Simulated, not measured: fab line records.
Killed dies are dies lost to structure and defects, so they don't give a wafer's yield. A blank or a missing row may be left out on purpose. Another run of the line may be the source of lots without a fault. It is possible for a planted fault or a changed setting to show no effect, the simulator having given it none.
Matching of chambers -- flow n5_finfet -- 4 sister chambers for N5_BEOL_M3_CMP_52 on cmp-01
The step polishes, stops on SiOC, t overpolish 6.8 s, target thk 40 nm. 4 wafers are shown with their chamber, then 10 later ones without.

== WAFERS PAIRED WITH THEIR CHAMBERS ==
wafer,chamber,motor_current_A (A)
L082.4,0,6.3
L084.4,3,6.0
L091.2,2,4.8
L091.3,1,6.1

== WAFERS WHOSE CHAMBER IS MISSING ==
wafer,motor_current_A (A)
L091.5,5.0
L090.3,4.6
L090.4,6.3
L090.6,5.8
L092.1,6.0
L092.2,6.1
L092.5,6.1
L095.2,6.1
L095.5,6.4
L095.6,4.5

== THE CHAMBER EACH PASSED THROUGH ==
wafer,from the rows above,in truth
L091.5,2,2
L090.3,2,2
L090.4,can't be placed: 0 or 1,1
L090.6,can't be placed: 3 or 1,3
L092.1,can't be placed: 3 or 1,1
L092.2,can't be placed: 1 or 3 or 0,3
L092.5,can't be placed: 1 or 3 or 0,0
L095.2,can't be placed: 1 or 3 or 0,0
L095.5,can't be placed: 0 or 1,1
L095.6,2,2
Correctly placed: 3 of 10. Not placeable from these rows: 7 (in 7, the candidates include the true chamber). Wrongly placed: 0.
How it was worked out, from the rows above alone: a wafer's distance from a chamber is the root of the sum, over the readings, of the square of ((its reading less the chamber's mean) divided by the reading's scatter). If the next closest chamber is less than 2 further off than the closest, the wafer can't be placed; otherwise it belongs to the closest. Each chamber's mean is taken over the wafers shown for it. The scatter: root of mean squared gap, hidden wafer to nearest shown wafer, with one shown wafer a chamber.
